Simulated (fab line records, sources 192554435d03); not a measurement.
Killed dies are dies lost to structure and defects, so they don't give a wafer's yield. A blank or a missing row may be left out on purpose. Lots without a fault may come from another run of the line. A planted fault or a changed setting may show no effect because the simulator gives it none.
Chamber matching | flow n5_finfet | N5_FIN_SAQP_STRIP_70 on rie_diel-01: 4 sister chambers
The step strips in N2/H2. 27 wafers are shown with their chamber, then 12 later ones without.

WAFERS WITH THEIR CHAMBER
wafer  | chamber | drypump_motor_current_A (A) | throttle_valve_pct (%) | showerhead_plenum_p_Torr (Torr)
L074.3 | 1       | 6.4                         | 18.7                   | 3.30
L074.4 | 2       | 5.8                         | 18.9                   | 3.29
L074.5 | 3       | 6.1                         | 18.3                   | 3.29
L076.1 | 2       | 5.8                         | 19.0                   | 3.29
L076.2 | 0       | 4.8                         | 19.1                   | 3.34
L076.5 | 2       | 5.8                         | 18.9                   | 3.29
L079.1 | 3       | 6.1                         | 18.3                   | 3.29
L079.2 | 1       | 6.4                         | 18.7                   | 3.29
L079.3 | 2       | 5.8                         | 19.0                   | 3.29
L079.4 | 0       | 4.9                         | 19.1                   | 3.34
L079.5 | 1       | 6.3                         | 18.7                   | 3.29
L079.6 | 0       | 4.9                         | 19.1                   | 3.34
L080.1 | 2       | 5.8                         | 19.0                   | 3.29
L080.4 | 1       | 6.4                         | 18.7                   | 3.29
L080.5 | 1       | 6.4                         | 18.7                   | 3.29
L081.1 | 0       | 4.9                         | 19.1                   | 3.34
L081.3 | 3       | 6.1                         | 18.3                   | 3.28
L081.6 | 3       | 6.1                         | 18.3                   | 3.28
L084.2 | 3       | 6.1                         | 18.4                   | 3.28
L084.5 | 1       | 6.4                         | 18.7                   | 3.29
L084.6 | 3       | 6.1                         | 18.3                   | 3.28
L090.3 | 1       | 6.3                         | 18.7                   | 3.28
L090.4 | 3       | 6.1                         | 18.4                   | 3.27
L090.5 | 2       | 5.8                         | 18.6                   | 3.28
L094.1 | 0       | 4.9                         | 19.2                   | 3.32
L094.2 | 3       | 6.1                         | 18.4                   | 3.27
L094.4 | 3       | 6.1                         | 18.4                   | 3.27

SIGNATURES (means of the wafers above)
reading                  | chamber 0 | chamber 1 | chamber 2 | chamber 3 | scatter within a chamber
drypump_motor_current_A  | 4.880     | 6.371     | 5.800     | 6.100     | 0.0311
throttle_valve_pct       | 19.120    | 18.700    | 18.900    | 18.344    | 0.0808
showerhead_plenum_p_Torr | 3.3360    | 3.2900    | 3.2883    | 3.2789    | 0.00689
Rule: a wafer's distance from a chamber is the root of the sum, over the readings, of the square of ((its reading less the chamber's mean) divided by the reading's scatter). The wafer belongs to the nearest chamber; if the next one is less than 2 further off, it can't be placed. The scatter: the root of (the sum of the squares of (reading less its chamber's mean) over the shown wafers, divided by (wafers less chambers)).

WAFERS WITHOUT THEIR CHAMBER
wafer  | drypump_motor_current_A (A) | throttle_valve_pct (%) | showerhead_plenum_p_Torr (Torr)
L095.1 | 5.8                         | 18.6                   | 3.27
L095.2 | 4.8                         | 19.2                   | 3.32
L095.3 | 6.3                         | 18.7                   | 3.27
L095.4 | 6.1                         | 18.4                   | 3.27
L095.5 | 4.9                         | 19.2                   | 3.32
L095.6 | 6.3                         | 18.7                   | 3.27
L097.1 | 6.1                         | 18.4                   | 3.27
L097.2 | 5.8                         | 18.6                   | 3.27
L097.3 | 4.9                         | 19.2                   | 3.32
L097.4 | 4.9                         | 19.2                   | 3.32
L097.5 | 5.8                         | 18.6                   | 3.27
L097.6 | 6.1                         | 18.4                   | 3.27

WHICH CHAMBER EACH WENT THROUGH
wafer  | from the rows above | in truth
L095.1 | 2                   | 2
L095.2 | 0                   | 0
L095.3 | 1                   | 1
L095.4 | 3                   | 3
L095.5 | 0                   | 0
L095.6 | 1                   | 1
L097.1 | 3                   | 3
L097.2 | 2                   | 2
L097.3 | 0                   | 0
L097.4 | 0                   | 0
L097.5 | 2                   | 2
L097.6 | 3                   | 3
Placed correctly: 12 of 12. Can't be placed from these rows: 0. Placed wrongly: 0.
